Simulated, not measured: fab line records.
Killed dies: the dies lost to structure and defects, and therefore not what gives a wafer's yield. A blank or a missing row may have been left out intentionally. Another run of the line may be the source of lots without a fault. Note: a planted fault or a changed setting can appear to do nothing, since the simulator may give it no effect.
fab line records    flow n5-finfet
record: lots: 7  wafers: 21
route steps=1938 shown GATE_CUT@484 MOL_CONTACT_COAG@608 BEOL_M0@720 BEOL_M1@770 BEOL_M2@857
start-h: hours from the record's first day to the start of the lot's first wafer shown    wait-h: how many hours have passed since the lot's step before this one    " same as the row above    L1.1+2: a row that stands for several wafers    - value missing, or start not given    * or withheld: withheld    < > ~ a bound
route shown NAME@n: NAME is a module with steps in the file, n the number in the route of the first one    usual: mean and standard deviation over wafers with no fault    same: alike in all rows    chamber/n: place in a boat    sites: each site's reading    _std_site: the standard deviation of these    _edge_site: inner sites' mean taken away from outer sites' mean    radius-mm: how far each site lies from the wafer's centre    mask NAME#n: copy n    behind: tool/chamber where the wafer was last shaped    hold: reason for holding the lot/hours on hold/outcome of the hold    device: the transistor (n, p or np) that didn't switch    end of line: the same wafers' tests at the end of the route    step lacking rows: just its recipe    killed: not the wafer's yield, but the dies lost to structure and defects at the first sort    map: shows each die of a wafer: x if killed, . if not, _ if none is there
set.NAME: the setting as run; set.NAME@STEP: as run at that earlier step    model.NAME: the simulator's own value behind a step, which no gauge read
lots run with intentionally changed settings; tables by step, rows by wafer
== steps ==
step: N5_GATE_CUT_EXPOSE_10
recipe: mask-id: GATE_CUT  na: 0.33  source-shape: annular  sigma-inner: 0.35  sigma-outer: 0.8  polarization: unpolarized  target-cd-nm: 20  dose-mj: 43.25
lot.wafer   tool            chamber  start-h  wait-h  mask        set.dose-mj
L076.2+4+6  euv-scanner-01  0        98.07    -       GATE_CUT#0  42.3
L083.1+4+5  euv-scanner-01  0        142.84   -       GATE_CUT#0  43.25
L085.1+5+6  euv-scanner-01  0        149.10   -       GATE_CUT#0  43.25
L086.2+3    euv-scanner-02  0        159.13   -       GATE_CUT#0  43.25
L086.6      "               0        "        "       GATE_CUT#0  40.83
L088.2      euv-scanner-01  0        165.94   -       GATE_CUT#0  43.25
L088.3+4    "               0        "        "       GATE_CUT#0  40.27
L089.2+6    euv-scanner-02  0        173.05   -       GATE_CUT#0  43.25
L089.4      "               0        "        "       GATE_CUT#0  45.54
L096.1      euv-scanner-02  0        218.40   -       GATE_CUT#0  45.27
L096.2+6    "               0        "        "       GATE_CUT#0  43.25
step: N5_GATE_CUT_PEB_11
recipe: peb-temp-c: 100  peb-time-s: 60  resist: CAR-EUV
step: N5_GATE_CUT_DEVELOP_12
recipe: develop-time-s: 30  developer: TMAH  resist: CAR-EUV  rinse-liquid: surfactant-rinse  dry: air-spin  dev-temp-c: 23
step: N5_GATE_CUT_DESCUM_18
recipe: chemistry: O2  time-s: 7  source-power-w: 50  bias-power-w: 20  pressure-mtorr: 20  rf-frequency-hz: 2.712e+07  temp-c: 40  resist: CAR-EUV  o2-flow-sccm: 225
lot.wafer  tool         chamber  start-h  wait-h  set.dose-mj@GATE_CUT_EXPOSE_10  model.GATE_CUT.cd-nm
L076.2     rie-diel-02  1        98.32    0.0     42.3                            19.4
L076.4+6   "            3,2      "        "       42.3                            19.6
L083.1     rie-diel-02  1        143.29   0.2     43.25                           20.2
L083.4     "            0        "        "       43.25                           19.8
L083.5     "            2        "        "       43.25                           20
L085.1     rie-diel-03  1        149.36   0.0     43.25                           20.2
L085.5+6   "            0,3      "        "       43.25                           20
L086.2     rie-diel-02  0        159.38   0.0     43.25                           20
L086.3     "            2        "        "       43.25                           20.2
L086.6     "            3        "        "       40.83                           18.8
L088.2     rie-diel-03  0        166.19   0.0     43.25                           20
L088.3+4   "            1,3      "        "       40.27                           18.6
L089.2     rie-diel-06  3        173.30   0.0     43.25                           20
L089.4     "            1        "        "       45.54                           20.8
L089.6     "            3        "        "       43.25                           20.4
L096.1     rie-diel-03  2        218.65   0.0     45.27                           21.2
L096.2+6   "            1,0      "        "       43.25                           20.2
step: N5_GATE_CUT_ETCH_28
recipe: chemistry: N2/H2  target: underlayer  target-depth-a: 130  mask-material: CAR-EUV  time-s: 10.4  ion-energy-ev: 200  pressure-mtorr: 30  source-w: 840  bias-w: 150  n2-flow-sccm: 200  h2-flow-sccm: 200  ends: cleared
step: N5_GATE_CUT_ETCH_36
recipe: chemistry: CF4  target: SiARC  target-depth-a: 130  mask-material: CAR-EUV  time-s: 21.7  ion-energy-ev: 80  pressure-mtorr: 40  source-w: 545  bias-w: 36  Ar_flow_sccm: 100  cf4-flow-sccm: 100  ends: cleared
step: N5_GATE_CUT_ETCH_37
recipe: chemistry: N2/H2  target: SOC  target-depth-a: 600  overetch-a: 120  mask-material: SiARC  temp-c: 40  time-s: 90  ion-energy-ev: 200  pressure-mtorr: 30  source-w: 840  bias-w: 150  n2-flow-sccm: 200  h2-flow-sccm: 200
lot.wafer  tool         chamber  start-h  wait-h  set.spin-rpm@GATE_CUT_COAT_34  model.etch.depth-nm
L076.2     rie-diel-02  1        98.40    0.0     1500                           60.01
L076.4     "            3        "        "       1630                           57.56
L076.6     "            2        "        "       1500                           59.95
L083.1     rie-diel-02  1        143.37   0.0     1500                           59.87
L083.4     "            0        "        "       1500                           60.07
L083.5     "            2        "        "       1661                           57.06
L085.1     rie-diel-03  1        149.44   0.0     1500                           60.04
L085.5     "            0        "        "       1500                           59.85
L085.6     "            3        "        "       1500                           60.08
L086.2     rie-diel-02  0        159.46   0.0     1500                           59.88
L086.3     "            2        "        "       1500                           59.94
L086.6     "            3        "        "       1500                           59.91
L088.2     rie-diel-03  0        166.27   0.0     1500                           60.13
L088.3     "            1        "        "       1500                           60.18
L088.4     "            3        "        "       1500                           60.32
L089.2     rie-diel-06  3        173.38   0.0     1600                           58.18
L089.4     "            1        "        "       1500                           60.18
L089.6     "            3        "        "       1500                           60.1
L096.1     rie-diel-03  2        218.73   0.0     1333                           63.6
L096.2     "            1        "        "       1333                           63.62
L096.6     "            0        "        "       1333                           63.65
step: N5_GATE_CUT_STRIP_38
recipe: chemistry: N2/H2  temp-c: 40  n2-flow-sccm: 200  h2-flow-sccm: 200  rf-frequency-hz: 6e+07
step: N5_GATE_CUT_STRIP_39
recipe: chemistry: N2/H2  temp-c: 40  n2-flow-sccm: 200  h2-flow-sccm: 200  rf-frequency-hz: 6e+07
step: N5_GATE_CUT_STRIP_41
recipe: chemistry: CF4  resist: SiARC  power-w: 300  bias-power-w: 75  pressure-mtorr: 50  cf4-flow-sccm: 150  rf-frequency-hz: 6e+07
step: N5_GATE_CUT_STRIP_42
recipe: chemistry: O2  power-w: 400  temp-c: 40  pressure-mtorr: 30  rf-frequency-hz: 6e+07  bias-power-w: 0  overash-fraction: 0.3  o2-flow-sccm: 225
step: N5_GATE_CUT_ETCH_19
recipe: chemistry: CH3F/O2  target: SiNx  mask-material: SiO2  target-depth-a: 537  time-s: 76.7  pressure-mtorr: 30  source-w: 395  bias-w: 73  Ar_flow_sccm: 150  CH3F_flow_sccm: 30  O2_flow_sccm: 20  ion-energy-ev: 120  ends: cleared
lot.wafer  tool         chamber  start-h  wait-h  set.dose-mj@GATE_CUT_EXPOSE_10  model.GATE_CUT.cd-nm
L076.2     rie-diel-02  1        98.60    0.0     42.3                            19.4
L076.4     "            3        "        "       42.3                            19.6
L076.6     "            2        "        "       42.3                            19.8
L083.1     rie-diel-02  1        143.57   0.0     43.25                           20.2
L083.4     "            0        "        "       43.25                           19.6
L083.5     "            2        "        "       43.25                           20.4
L085.1     rie-diel-03  1        149.64   0.0     43.25                           20.2
L085.5     "            0        "        "       43.25                           19.8
L085.6     "            3        "        "       43.25                           20
L086.2     rie-diel-02  0        159.67   0.0     43.25                           20.2
L086.3     "            2        "        "       43.25                           20.8
L086.6     "            3        "        "       40.83                           19
L088.2     rie-diel-03  0        166.47   0.0     43.25                           20
L088.3     "            1        "        "       40.27                           18.4
L088.4     "            3        "        "       40.27                           18.8
L089.2     rie-diel-06  3        173.58   0.0     43.25                           19.8
L089.4     "            1        "        "       45.54                           20.8
L089.6     "            3        "        "       43.25                           20.2
L096.1     rie-diel-03  2        218.94   0.0     45.27                           21.2
L096.2     "            1        "        "       43.25                           20
L096.6     "            0        "        "       43.25                           20.4
step: N5_GATE_CUT_CUT_ETCH_54
recipe: chemistry: Cl2/BCl3  target: TiN  mask-material: SiO2  target-depth-a: 967  pressure-mtorr: 10  icp-w: 1000  bias-w: 126  Cl2_flow_sccm: 53.25  bcl3-flow-sccm: 21.75  Ar_flow_sccm: 25  ends: cleared
lot.wafer   tool          chamber  start-h  wait-h  set.Cl2_flow_sccm
L076.2      rie-metal-01  1        98.77    0.0     53.25
L076.4+6    "             1,0      "        "       60.83
L083.1+4+5  rie-metal-01  0        143.80   0.1     53.25
L085.1+5+6  rie-metal-01  1,0,1    149.81   0.0     53.25
L086.2+3    rie-metal-01  0        159.84   0.0     53.25
L086.6      "             0        "        "       45.66
L088.2+3    rie-metal-02  1,0      166.64   0.0     53.25
L088.4      "             1        "        "       48.33
L089.2+4+6  rie-metal-02  0,0,1    173.75   0.0     53.25
L096.1+6    rie-metal-02  1        219.11   0.0     53.25
L096.2      "             0        "        "       43.79
step: N5_GATE_CUT_CUT_ETCH_55
recipe: chemistry: BCl3  target: HfO2  mask-material: SiO2  target-depth-a: 32  ion-energy-ev: 30  pressure-mtorr: 5  icp-w: 450  bias-w: 18  bcl3-flow-sccm: 80
step: N5_GATE_CUT_ETCH_47
recipe: chemistry: Cl2/BCl3  target: SiO2  target-depth-a: 100  pressure-mtorr: 10  icp-w: 1000  bias-w: 126  Cl2_flow_sccm: 53.25  bcl3-flow-sccm: 21.75  Ar_flow_sccm: 25
lot.wafer  tool          chamber  start-h  wait-h  set.dose-mj@GATE_CUT_EXPOSE_10  model.GATE_CUT.cd-nm
L076.2+6   rie-metal-01  1,0      98.86    0.0     42.3                            19.4
L076.4     "             1        "        "       42.3                            19.6
L083.1     rie-metal-01  0        143.98   0.1     43.25                           20
L083.4     "             0        "        "       43.25                           19.4
L083.5     "             0        "        "       43.25                           20.4
L085.1+6   rie-metal-01  1        149.90   0.0     43.25                           20.6
L085.5     "             0        "        "       43.25                           20
L086.2+3   rie-metal-01  0        159.93   0.0     43.25                           20
L086.6     "             0        "        "       40.83                           18.4
L088.2     rie-metal-02  1        166.73   0.0     43.25                           20.4
L088.3     "             0        "        "       40.27                           18.6
L088.4     "             1        "        "       40.27                           19
L089.2     rie-metal-02  0        173.84   0.0     43.25                           20
L089.4     "             0        "        "       45.54                           21.2
L089.6     "             1        "        "       43.25                           20.4
L096.1     rie-metal-02  1        219.20   0.0     45.27                           21.4
L096.2     "             0        "        "       43.25                           19.8
L096.6     "             1        "        "       43.25                           20.4
step: N5_GATE_CUT_ALD_22
recipe: material: SiNx  target-thk-a: 160  temp-c: 400  ald-precursor-family: SiH2I2  ald-co-reactant: N2/H2-plasma  pulse-time-s: 1  ald-cycles: 320  purge-time-s: 2  co-reactant-purge-time-s: 2  pressure-torr: 2
lot.wafer   tool        chamber  start-h  wait-h  set.ald-cycles  model.SiNx_of_GATE_CUT_ALD_22.thk-nm
L076.2+4    ald-sin-03  0,1      99.58    0.5     320             16
L076.6      "           3        "        "       320             15.8
L083.1      ald-sin-04  1        145.01   0.6     320             16
L083.4+5    "           2        "        "       347             17.4
L085.1+5+6  ald-sin-04  0,0,1    150.19   0.0     320             16
L086.2      ald-sin-03  0        160.23   0.0     284             14.2
L086.3      "           3        "        "       320             15.8
L086.6      "           3        "        "       320             16
L088.2      ald-sin-03  3        167.03   0.0     346             17.2
L088.3      "           0        "        "       320             16
L088.4      "           1        "        "       346             17.4
L089.2+6    ald-sin-04  2,0      174.14   0.0     320             16
L089.4      "           3        "        "       320             15.8
L096.1      ald-sin-04  3        219.49   0.0     320             15.8
L096.2      "           0        "        "       320             16
L096.6      "           2        "        "       346             17.2
step: N5_MOL_CONTACT_COAG_ALD_133
recipe: material: SiO2  target-thk-a: 50  temp-c: 100  ald-precursor-family: BDEAS  ald-co-reactant: O2-plasma  pulse-time-s: 1  co-reactant-pulse-time-s: 1  purge-time-s: 2  co-reactant-purge-time-s: 2  ald-cycles: 35  pressure-torr: 2
lot.wafer   tool        chamber  start-h  wait-h  set.ald-cycles  model.SiO2_of_MOL_CONTACT_COAG_ALD_133.thk-nm
L076.2+6    ald-sin-01  3        114.35   0.1     35              5
L076.4      "           1        "        "       30              4.2
L083.1+4    ald-sin-01  2,0      160.44   0.3     31              4.4
L083.5      "           2        "        "       35              5
L085.1+5+6  ald-sin-04  0,3,2    163.90   0.1     35              5
L086.2+3+6  ald-sin-04  0,3,3    176.12   0.1     35              5
L088.2+4    ald-sin-04  0,1      185.07   0.3     35              5
L088.3      "           3        "        "       39              5.6
L089.2+6    ald-sin-02  1,3      189.53   0.1     35              5
L089.4      "           3        "        "       38              5.4
L096.1+2    ald-sin-02  2,0      233.71   0.1     38              5.4
L096.6      "           2        "        "       35              5
step: N5_BEOL_M0_ETCH_128
recipe: chemistry: CF4/N2  target-depth-a: 120  overetch-a: 51  target: SiCN  time-s: 21.4  ion-energy-ev: 150  pressure-mtorr: 40  source-w: 430  bias-w: 70  Ar_flow_sccm: 100  cf4-flow-sccm: 60  n2-flow-sccm: 60
usual: rf-vpp-V: 381.9/1.5
lot.wafer  tool         chamber  start-h  wait-h  set.source-w  rf-vpp-V
L076.2     rie-diel-04  3        128.93   1.4     430           384.2
L076.4     "            2        "        "       430           378.5
L076.6     "            3        "        "       430           384.7
L083.1     rie-diel-05  3        179.97   0.2     388           394.1
L083.4     "            2        "        "       388           396.9
L083.5     "            3        "        "       388           393.5
L085.1     rie-diel-01  3        180.08   0.3     430           382.1
L085.5     "            3        "        "       430           382.3
L085.6     "            2        "        "       430           381.1
L086.2     rie-diel-01  2        189.42   0.0     430           381.3
L086.3     "            0        "        "       394.9         389.9
L086.6     "            0        "        "       394.9         391.8
L088.2     rie-diel-01  1        199.61   0.5     430           384.0
L088.3     "            2        "        "       497.8         363.4
L088.4     "            2        "        "       430           381.6
L089.2     rie-diel-01  1        204.69   0.1     430           383.8
L089.4     "            0        "        "       430           381.6
L089.6     "            1        "        "       366.2         404.3
L096.1     rie-diel-05  3        247.61   0.4     430           380.0
L096.2     "            0        "        "       430           380.9
L096.6     "            0        "        "       430           380.3
step: N5_BEOL_M1_ETCH_64
recipe: chemistry: N2/H2  target: SOC  target-depth-a: 750  overetch-a: 150  mask-material: SiARC  temp-c: 40  time-s: 112.5  ion-energy-ev: 200  pressure-mtorr: 30  source-w: 840  bias-w: 150  n2-flow-sccm: 200  h2-flow-sccm: 200
usual: rf-vpp-V: 524.2/2
lot.wafer  tool         chamber  start-h  wait-h  set.bias-w  rf-vpp-V
L076.2     rie-diel-02  0        134.31   0.0     136         490.6
L076.4     "            2        "        "       136         490.7
L076.6     "            0        "        "       150         521.9
L083.1     rie-diel-06  2        184.14   0.0     150         523.4
L083.4     "            1        "        "       150         525.0
L083.5     "            0        "        "       128.7       477.9
L085.1     rie-diel-06  0        186.46   0.0     150         526.3
L085.5     "            2        "        "       150         523.5
L085.6     "            1        "        "       150         523.8
L086.2     rie-diel-06  0        195.66   0.0     150         526.7
L086.3     "            1        "        "       158.8       545.6
L086.6     "            0        "        "       158.8       547.3
L088.2     rie-diel-06  2        206.14   0.0     166         557.6
L088.3     "            1        "        "       166         560.3
L088.4     "            3        "        "       166         558.6
L089.2     rie-diel-02  1        209.62   0.0     125.9       472.8
L089.4     "            0        "        "       150         522.0
L089.6     "            2        "        "       150         523.5
L096.1     rie-diel-06  1        255.18   0.0     150         524.6
L096.2     "            0        "        "       150         525.3
L096.6     "            2        "        "       150         523.9
step: N5_BEOL_M2_DESCUM_16
recipe: chemistry: O2  time-s: 7  source-power-w: 50  bias-power-w: 20  pressure-mtorr: 20  rf-frequency-hz: 2.712e+07  temp-c: 40  resist: CAR-EUV  o2-flow-sccm: 225
lot.wafer   tool         chamber  start-h  wait-h  set.time-s  model.CAR-EUV_of_BEOL_M2_COAT_05.thk-nm
L076.2+6    rie-diel-01  3        148.41   0.4     5.774       26.6
L076.4      "            2        "        "       7           26
L083.1      rie-diel-05  1        194.36   0.0     6.262       26.4
L083.4      "            0        "        "       7           26
L083.5      "            3        "        "       6.262       26.2
L085.1+5+6  rie-diel-05  0,3,2    198.17   0.1     7           26.2
L086.2      rie-diel-01  0        203.27   0.0     5.832       26.8
L086.3      "            1        "        "       5.832       26.6
L086.6      "            0        "        "       7           26
L088.2+3    rie-diel-04  0,2      215.11   0.0     7           26
L088.4      "            3        "        "       7.877       25.8
L089.2+4    rie-diel-01  0,3      220.19   0.0     8.504       25.4
L089.6      "            1        "        "       8.504       25.2
L096.1      rie-diel-01  1        263.80   0.0     7           25.8
L096.2+6    "            2,1      "        "       7           26
step: N5_BEOL_M2_ETCH_64
recipe: chemistry: N2/H2  target: SOC  target-depth-a: 750  overetch-a: 225  mask-material: SiARC  temp-c: 40  time-s: 121.9  ion-energy-ev: 200  pressure-mtorr: 30  source-w: 840  bias-w: 150  n2-flow-sccm: 200  h2-flow-sccm: 200
usual: rf-vpp-V: 523.0/2.4
lot.wafer  tool         chamber  start-h  wait-h  set.bias-w  rf-vpp-V
L076.2     rie-diel-01  3        148.48   0.0     150         522.9
L076.4     "            2        "        "       169.7       564.5
L076.6     "            3        "        "       150         523.1
L083.1     rie-diel-05  1        194.44   0.0     150         519.8
L083.4     "            0        "        "       150         523.7
L083.5     "            3        "        "       150         519.6
L085.1     rie-diel-05  0        198.25   0.0     150         522.4
L085.5     "            3        "        "       150         521.9
L085.6     "            2        "        "       150         524.6
L086.2     rie-diel-01  0        203.35   0.0     150         522.5
L086.3     "            1        "        "       150         525.4
L086.6     "            0        "        "       150         523.8
L088.2     rie-diel-04  0        215.19   0.0     131.5       480.1
L088.3     "            2        "        "       150         520.2
L088.4     "            3        "        "       131.5       483.1
L089.2     rie-diel-01  0        220.27   0.0     150         523.1
L089.4     "            3        "        "       150         524.3
L089.6     "            1        "        "       150         526.5
L096.1     rie-diel-01  1        263.88   0.0     150         525.0
L096.2     "            2        "        "       133.2       484.8
L096.6     "            1        "        "       150         524.8
step: N5_BEOL_M2_EXPOSE_25
recipe: mask-id: V1  na: 0.33  source-shape: quasar  sigma-inner: 0.2  sigma-outer: 0.8  polarization: unpolarized  defocus-nm: 5  dose-mj: 63
lot.wafer   tool            chamber  start-h  wait-h  mask  set.dose-mj
L076.2      euv-scanner-01  0        149.15   -       V1#0  58.35
L076.4+6    "               0        "        "       V1#0  63
L083.1+4    euv-scanner-02  0        194.97   -       V1#0  63
L083.5      "               0        "        "       V1#0  66.35
L085.1+5+6  euv-scanner-02  0        198.79   -       V1#0  63
L086.2+3    euv-scanner-02  0        203.89   -       V1#0  63
L086.6      "               0        "        "       V1#0  59.83
L088.2+3+4  euv-scanner-02  0        215.73   -       V1#0  63
L089.2+4+6  euv-scanner-02  0        220.81   -       V1#0  63
L096.1+2+6  euv-scanner-01  0        264.56   -       V1#0  63
step: N5_BEOL_M2_PEB_26
recipe: peb-temp-c: 100  peb-time-s: 60  resist: CAR-EUV
step: N5_BEOL_M2_DEVELOP_27
recipe: develop-time-s: 30  developer: TMAH  resist: CAR-EUV  rinse-liquid: surfactant-rinse  dry: air-spin  dev-temp-c: 23
step: N5_BEOL_M2_CD_MEAS_28
recipe: target-cd-nm: 26.2  landing-energy-ev: 500  detector: se-inlens  target-cd-y-nm: 24.1  polarity: opening
usual: cd-nm: 26.20/0.28
lot.wafer  tool       chamber  start-h  wait-h  set.dose-mj@BEOL_M2_EXPOSE_25  cd-nm
L076.2     cd-sem-03  0        149.29   -       58.35                          24.68
L076.4     "          0        "        "       63                             26.28
L076.6     "          0        "        "       63                             26.03
L083.1     cd-sem-01  0        195.11   -       63                             26.04
L083.4     "          0        "        "       63                             25.67
L083.5     "          0        "        "       66.35                          27.04
L085.1     cd-sem-03  0        198.94   -       63                             26.24
L085.5     "          0        "        "       63                             25.70
L085.6     "          0        "        "       63                             25.69
L086.2     cd-sem-03  0        204.02   -       63                             26.34
L086.3     "          0        "        "       63                             25.77
L086.6     "          0        "        "       59.83                          25.12
L088.2     cd-sem-01  0        215.87   -       63                             26.37
L088.3     "          0        "        "       63                             26.46
L088.4     "          0        "        "       63                             26.02
L089.2     cd-sem-03  0        220.95   -       63                             26.07
L089.4     "          0        "        "       63                             26.52
L089.6     "          0        "        "       63                             26.84
L096.1     cd-sem-01  0        264.71   -       63                             25.71
L096.2     "          0        "        "       63                             26.02
L096.6     "          0        "        "       63                             26.19
step: N5_BEOL_M2_ETCH_70
recipe: chemistry: N2/H2  target: SOC  target-depth-a: 800  overetch-a: 240  mask-material: SiARC  temp-c: 40  time-s: 130  ion-energy-ev: 200  pressure-mtorr: 30  source-w: 840  bias-w: 150  n2-flow-sccm: 200  h2-flow-sccm: 200
usual: rf-vpp-V: 523.2/2.8
lot.wafer  tool         chamber  start-h  wait-h  set.source-w  rf-vpp-V
L076.2     rie-diel-04  1        150.88   0.0     840           519.2
L076.4     "            2        "        "       840           521.0
L076.6     "            3        "        "       840           526.5
L083.1     rie-diel-04  2        197.96   0.0     961.3         498.0
L083.4     "            2        "        "       840           520.3
L083.5     "            3        "        "       840           524.9
L085.1     rie-diel-05  3        201.05   0.0     840           519.5
L085.5     "            3        "        "       840           520.2
L085.6     "            0        "        "       840           522.1
L086.2     rie-diel-04  3        207.19   0.0     754.5         544.0
L086.3     "            2        "        "       754.5         540.6
L086.6     "            1        "        "       754.5         548.6
L089.2     rie-diel-04  3        221.87   0.0     840           525.1
L089.4     "            0        "        "       902           510.7
L089.6     "            2        "        "       902           507.9
L088.2     rie-diel-05  1        221.90   0.0     840           521.2
L088.3     "            3        "        "       928.6         502.0
L088.4     "            0        "        "       928.6         505.4
L096.1     rie-diel-04  2        268.89   0.0     840           519.4
L096.2     "            3        "        "       840           526.0
L096.6     "            0        "        "       975.1         497.8
== key ==
split: step: N5_GATE_CUT_EXPOSE_10  setting: dose-mj  stated: 43.25  by: wafer
response: step: N5_GATE_CUT_DESCUM_18  reading: model.GATE_CUT.cd-nm  change: +0.193  per: 1%  r: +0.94
response: step: N5_GATE_CUT_ETCH_19  reading: model.GATE_CUT.cd-nm  change: +0.209  per: 1%  r: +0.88
response: step: N5_GATE_CUT_ETCH_47  reading: model.GATE_CUT.cd-nm  change: +0.244  per: 1%  r: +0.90
split: step: N5_GATE_CUT_CUT_ETCH_54  setting: Cl2_flow_sccm  stated: 53.25  by: wafer
response none clear
split: step: N5_GATE_CUT_ALD_22  setting: ald-cycles  stated: 320  by: wafer
response: step: N5_GATE_CUT_ALD_22  reading: model.SiNx_of_GATE_CUT_ALD_22.thk-nm  change: +0.158  per: 1%  r: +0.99
split: step: N5_MOL_CONTACT_COAG_ALD_133  setting: ald-cycles  stated: 35  by: wafer
response: step: N5_MOL_CONTACT_COAG_ALD_133  reading: model.SiO2_of_MOL_CONTACT_COAG_ALD_133.thk-nm  change: +0.0523  per: 1%  r: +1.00
split: step: N5_BEOL_M0_ETCH_128  setting: source-w  stated: 430  by: wafer
response: step: N5_BEOL_M0_ETCH_128  reading: rf-vpp-V  change: -1.32  per: 1%  r: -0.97
split: step: N5_BEOL_M1_ETCH_64  setting: bias-w  stated: 150  by: wafer
response: step: N5_BEOL_M1_ETCH_64  reading: rf-vpp-V  change: +3.21  per: 1%  r: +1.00
split: step: N5_BEOL_M2_DESCUM_16  setting: time-s  stated: 7  by: wafer
response: step: N5_BEOL_M2_DESCUM_16  reading: model.CAR-EUV_of_BEOL_M2_COAT_05.thk-nm  change: -0.0326  per: 1%  r: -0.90
split: step: N5_BEOL_M2_ETCH_64  setting: bias-w  stated: 150  by: wafer
response: step: N5_BEOL_M2_ETCH_64  reading: rf-vpp-V  change: +3.26  per: 1%  r: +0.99
split: step: N5_BEOL_M2_EXPOSE_25  setting: dose-mj  stated: 63  by: wafer
response: step: N5_BEOL_M2_CD_MEAS_28  reading: cd-nm  change: +0.203  per: 1%  r: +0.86
split: step: N5_BEOL_M2_ETCH_70  setting: source-w  stated: 840  by: wafer
response: step: N5_BEOL_M2_ETCH_70  reading: rf-vpp-V  change: -1.67  per: 1%  r: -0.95
split outside-this-file step=N5_GATE_CUT_COAT_34 setting=spin-rpm
split outside-this-file: this setting was split too, and the file shows its column; the key of that split is in another file
